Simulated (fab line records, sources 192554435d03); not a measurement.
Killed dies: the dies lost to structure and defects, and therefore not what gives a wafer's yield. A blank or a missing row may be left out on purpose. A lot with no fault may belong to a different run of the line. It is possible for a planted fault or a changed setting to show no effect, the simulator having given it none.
Split-lot study :: flow n5Finfet :: 21 wafers read across 7 lots, on a route 1938 steps long

## THE SPLIT ITSELF
At N5_BEOL_M1_COAT_05 (resist thk 30 nm), the setting spinRpm was moved away from the recipe's 1500 rpm on 6 of the 21 wafers read, by -7.7% to +7.4%. For the rest of the wafers, this setting stayed at what the recipe calls for.

## FROM THE SPLIT TO THE READING: what the file shows between them, 3 steps
- N5_BEOL_M1_EBR_07
- N5_BEOL_M1_SOFTBAKE_06: time 60 s
- N5_BEOL_M1_DESCUM_16: chemistry O2, time 7 s

## THE READING
CAR-EUV_of_BEOL_M1_COAT_05.thkNm (the simulator's own value, which no gauge read), in nm, at N5_BEOL_M1_ETCH_74 (etches underlayer in N2/H2, target depth 6.5 nm, time 5.2 s). The file does not state a usual value for it. Average 20.3 nm, standard deviation 0.14 nm, over the 15 wafers here run with the recipe.

wafer: L074.4
tool, chamber at the split: lithoTrack-01, 0
spinRpm as run, rpm: 1500
against the recipe: recipe
CAR-EUV_of_BEOL_M1_COAT_05.thkNm, nm: 20.2
against lot-mates on the recipe: -

wafer: L074.5
tool, chamber at the split: lithoTrack-01, 0
spinRpm as run, rpm: 1500
against the recipe: recipe
CAR-EUV_of_BEOL_M1_COAT_05.thkNm, nm: 20.4
against lot-mates on the recipe: -

wafer: L074.6
tool, chamber at the split: lithoTrack-01, 0
spinRpm as run, rpm: 1500
against the recipe: recipe
CAR-EUV_of_BEOL_M1_COAT_05.thkNm, nm: 20.4
against lot-mates on the recipe: -

wafer: L077.4
tool, chamber at the split: lithoTrack-04, 0
spinRpm as run, rpm: 1500
against the recipe: recipe
CAR-EUV_of_BEOL_M1_COAT_05.thkNm, nm: 20.6
against lot-mates on the recipe: -

wafer: L077.5
tool, chamber at the split: lithoTrack-04, 0
spinRpm as run, rpm: 1500
against the recipe: recipe
CAR-EUV_of_BEOL_M1_COAT_05.thkNm, nm: 20.6
against lot-mates on the recipe: -

wafer: L077.6
tool, chamber at the split: lithoTrack-04, 0
spinRpm as run, rpm: 1500
against the recipe: recipe
CAR-EUV_of_BEOL_M1_COAT_05.thkNm, nm: 20.4
against lot-mates on the recipe: -

wafer: L083.2
tool, chamber at the split: lithoTrack-01, 0
spinRpm as run, rpm: 1500
against the recipe: recipe
CAR-EUV_of_BEOL_M1_COAT_05.thkNm, nm: 20.4
against lot-mates on the recipe: -

wafer: L083.3
tool, chamber at the split: lithoTrack-01, 0
spinRpm as run, rpm: 1439
against the recipe: -4.1%
CAR-EUV_of_BEOL_M1_COAT_05.thkNm, nm: 21.2
against lot-mates on the recipe: +0.8

wafer: L083.6
tool, chamber at the split: lithoTrack-01, 0
spinRpm as run, rpm: 1439
against the recipe: -4.1%
CAR-EUV_of_BEOL_M1_COAT_05.thkNm, nm: 21
against lot-mates on the recipe: +0.6

wafer: L087.2
tool, chamber at the split: lithoTrack-01, 0
spinRpm as run, rpm: 1500
against the recipe: recipe
CAR-EUV_of_BEOL_M1_COAT_05.thkNm, nm: 20.2
against lot-mates on the recipe: -

wafer: L087.3
tool, chamber at the split: lithoTrack-01, 0
spinRpm as run, rpm: 1500
against the recipe: recipe
CAR-EUV_of_BEOL_M1_COAT_05.thkNm, nm: 20.2
against lot-mates on the recipe: -

wafer: L087.4
tool, chamber at the split: lithoTrack-01, 0
spinRpm as run, rpm: 1611
against the recipe: +7.4%
CAR-EUV_of_BEOL_M1_COAT_05.thkNm, nm: 19.4
against lot-mates on the recipe: -0.8

wafer: L095.1
tool, chamber at the split: lithoTrack-04, 0
spinRpm as run, rpm: 1500
against the recipe: recipe
CAR-EUV_of_BEOL_M1_COAT_05.thkNm, nm: 20.2
against lot-mates on the recipe: -

wafer: L095.3
tool, chamber at the split: lithoTrack-04, 0
spinRpm as run, rpm: 1500
against the recipe: recipe
CAR-EUV_of_BEOL_M1_COAT_05.thkNm, nm: 20.2
against lot-mates on the recipe: -

wafer: L095.5
tool, chamber at the split: lithoTrack-04, 0
spinRpm as run, rpm: 1500
against the recipe: recipe
CAR-EUV_of_BEOL_M1_COAT_05.thkNm, nm: 20.2
against lot-mates on the recipe: -

wafer: L096.3
tool, chamber at the split: lithoTrack-05, 0
spinRpm as run, rpm: 1500
against the recipe: recipe
CAR-EUV_of_BEOL_M1_COAT_05.thkNm, nm: 20.4
against lot-mates on the recipe: -

wafer: L096.4
tool, chamber at the split: lithoTrack-05, 0
spinRpm as run, rpm: 1500
against the recipe: recipe
CAR-EUV_of_BEOL_M1_COAT_05.thkNm, nm: 20.4
against lot-mates on the recipe: -

wafer: L096.5
tool, chamber at the split: lithoTrack-05, 0
spinRpm as run, rpm: 1413
against the recipe: -5.8%
CAR-EUV_of_BEOL_M1_COAT_05.thkNm, nm: 21
against lot-mates on the recipe: +0.6

wafer: L097.2
tool, chamber at the split: lithoTrack-05, 0
spinRpm as run, rpm: 1385
against the recipe: -7.7%
CAR-EUV_of_BEOL_M1_COAT_05.thkNm, nm: 21.6
against lot-mates on the recipe: +1.2

wafer: L097.3
tool, chamber at the split: lithoTrack-05, 0
spinRpm as run, rpm: 1385
against the recipe: -7.7%
CAR-EUV_of_BEOL_M1_COAT_05.thkNm, nm: 21.4
against lot-mates on the recipe: +1.0

wafer: L097.6
tool, chamber at the split: lithoTrack-05, 0
spinRpm as run, rpm: 1500
against the recipe: recipe
CAR-EUV_of_BEOL_M1_COAT_05.thkNm, nm: 20.4
against lot-mates on the recipe: -

THE FIT
A straight line over all 21 wafers: CAR-EUV_of_BEOL_M1_COAT_05.thkNm changes by -0.143 nm for each +1% of spinRpm; r = -0.96; the points scatter about the line by 0.15 nm.
The same after taking each lot's own level away (the mean of its wafers on the recipe; 21 wafers): -0.131 nm for each +1%; r = -0.97; scatter 0.1 nm.
On that fit, the largest move of spinRpm shifts the reading by 1 nm.
From 20.20 to 20.53 nm: that is the span of the lots' own levels, equal to 2.5 times the standard deviation above.
Hence the lot-to-lot level has little effect on the slope; both slopes agree.
Check: +0.977 nm against its lot-mates is what the line predicts for one of the wafers moved furthest among these (-7.7%) when that wafer is left out of the fit. It came out at +1.2 nm against them.

## THE OTHER SPLITS THESE WAFERS WENT THROUGH
Other splits were also applied to these wafers ahead of the reading. Each is held against what the fit with the lots' levels taken away leaves over:
other split on the same wafers: N5_BEOL_M1_ILD_DEP_00 timeS
wafers away from the commonest value: 6
r with CAR-EUV_of_BEOL_M1_COAT_05.thkNm (lot level and that fit taken away): -0.11

## THE WHOLE CHAIN: every reading that the file lists as answering this split, in the file's order
step: N5_BEOL_M1_COAT_05
what it does: resist thk 30 nm
reading: CAR-EUV_of_BEOL_M1_COAT_05.thkNm (the simulator's own value, which no gauge read)
change (the file's fit): -0.15 nm for each +1% of the setting
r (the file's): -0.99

step: N5_BEOL_M1_DESCUM_16
what it does: chemistry O2, time 7 s
reading: CAR-EUV_of_BEOL_M1_COAT_05.thkNm (the simulator's own value, which no gauge read)
change (the file's fit): -0.14 nm for each +1% of the setting
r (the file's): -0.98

step: N5_BEOL_M1_ETCH_74
what it does: etches underlayer in N2/H2, target depth 6.5 nm, time 5.2 s
reading: CAR-EUV_of_BEOL_M1_COAT_05.thkNm (the simulator's own value, which no gauge read)
change (the file's fit): -0.126 nm for each +1% of the setting
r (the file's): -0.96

## FILE'S OWN FIT
CAR-EUV_of_BEOL_M1_COAT_05.thkNm changes by -0.126 nm for each +1% of spinRpm, r = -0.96.
